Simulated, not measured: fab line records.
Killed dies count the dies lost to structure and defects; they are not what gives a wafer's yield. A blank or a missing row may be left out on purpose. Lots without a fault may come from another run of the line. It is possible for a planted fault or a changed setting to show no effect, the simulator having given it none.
One fault seen from 3 desks / flow n5_finfet / each desk holds nothing but its own numbers, with what lay behind them at the end

== THE METROLOGY DESK ==
What the gauges read, lot by lot, whatever tool the lot ran on: means of the sampled wafers that have a number. Any lot whose mean is over 4 standard deviations away from the usual mean is out of limits and marked OUT; that distance is given in the brackets. 7 of its 11 readings are shown, namely those furthest out on some lot.
Columns: A = thk_nm at N5_STI_FIN_REVEAL_THK_MEAS_05, usual 132.2 nm; B = DIBL_N at N5_BEOL_M4_RC_MEAS_101, usual 35.9 mV/V; C = IOFF_P at N5_BEOL_M4_RC_MEAS_101, usual 0.21 nA/um; D = ION_N at N5_BEOL_M4_RC_MEAS_101, usual 672 uA/um; E = ION_P at N5_BEOL_M4_RC_MEAS_101, usual 461 uA/um; F = SS_N at N5_BEOL_M4_RC_MEAS_101, usual 71.4 mV/dec; G = VT_P at N5_BEOL_M4_RC_MEAS_101, usual -250 mV
lot=L153; first seen here=day 2 16:49; A=132.2; B=36.5; C=0.23; D=673; E=462; F=72.2; G=-246
lot=L156; first seen here=day 3 16:22; A=131.7; B=35.5; C=0.21; D=678; E=461; F=71.8; G=-252
lot=L157; first seen here=day 3 18:32; A=131.7; B=36.5; C=0.19; D=675; E=454; F=71.7; G=-254
lot=L159; first seen here=day 4 05:05; A=132.9; B=36.1; C=0.21; D=673; E=468; F=71.1; G=-248
lot=L161; first seen here=day 4 16:43; A=131.0; B=35.8; C=0.19; D=666; E=458; F=71.1; G=-251
lot=L166; first seen here=day 5 22:03; A=132.5; B=35.7; C=0.24; D=683; E=471; F=71.6; G=-246
lot=L167; first seen here=day 6 05:23; A=134.3; B=34.6; C=0.16; D=669; E=455; F=71.0; G=-254
lot=L168; first seen here=day 6 11:36; A=132.1; B=35.9; C=0.20; D=668; E=453; F=72.0; G=-252
lot=L175; first seen here=day 8 02:48; A=133.4; B=36.4; C=0.20; D=673; E=459; F=71.1; G=-252
This desk's verdict: no lot among the 9 shows anything out of limits.

== DESK OF THE TOOL OWNER: wet_bench-01 ==
The tool's own readings at N5_STI_FIN_REVEAL_STRIP_35 (strips Si3N4 in H3PO4, target depth 4 nm, time 39 s): means of the sampled wafers that have a number, for each lot that ran on this tool. Any lot whose mean is over 4 standard deviations away from the usual mean is out of limits and marked OUT; that distance is given in the brackets.
Columns: A = bath_heat_duty_pct at N5_STI_FIN_REVEAL_STRIP_35, usual 28 %; B = temp_c at N5_STI_FIN_REVEAL_STRIP_35, usual 165.01 C
lot=L153; first seen here=day 2 19:48; A=30; B=164.97
lot=L156; first seen here=day 3 19:19; A=28; B=165.08
lot=L159; first seen here=day 4 08:05; A=29; B=164.87
lot=L161; first seen here=day 4 19:46; A=30; B=165.01
lot=L166; first seen here=day 6 01:26; A=29; B=164.98
This desk's verdict: no lot among the 5 shows anything out of limits.

== THE DEFECT DESK ==
What the inspections along the route counted, lot by lot: means of the sampled wafers that have a number. Any lot whose mean is over 4 standard deviations away from the usual mean is out of limits and marked OUT; that distance is given in the brackets.
Columns: A = raw_defect_count at N5_STI_FIN_REVEAL_INSPECT_13, usual 11
lot=L153; first seen here=day 2 20:09; A=9
lot=L156; first seen here=day 3 19:39; A=15
lot=L157; first seen here=day 3 21:49; A=11
lot=L159; first seen here=day 4 08:26; A=6
lot=L161; first seen here=day 4 20:07; A=15
lot=L166; first seen here=day 6 01:46; A=136 (+25) OUT
lot=L167; first seen here=day 6 09:02; A=16
lot=L168; first seen here=day 6 15:04; A=8
lot=L175; first seen here=day 8 06:14; A=13
Finding of this desk: L166 out of limits; the first was L166 at day 6 01:46, on raw_defect_count at N5_STI_FIN_REVEAL_INSPECT_13. L153, L156, L157, L159, L161, L167, L168, L175 stayed within limits.

== TAKEN TOGETHER ==
The defect desk could have raised an alarm at day 6 01:46, on L166.
Metrology desk: nothing out of limits seen.
Nothing out of limits was seen by the tool owner's desk.
The metrology desk has L166 on record, within its limits.
Tool owner's desk: L166 on record, inside its limits.
The lots listed all ran N5_STI_FIN_REVEAL_STRIP_35 on wet_bench-01.

== WHAT WAS PUT IN BY THE SIMULATOR ==
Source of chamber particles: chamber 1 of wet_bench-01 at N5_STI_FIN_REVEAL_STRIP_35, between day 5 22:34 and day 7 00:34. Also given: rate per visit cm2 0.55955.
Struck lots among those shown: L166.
Hours from the fault's start to each desk's first reading out of limits: the defect desk, 3.
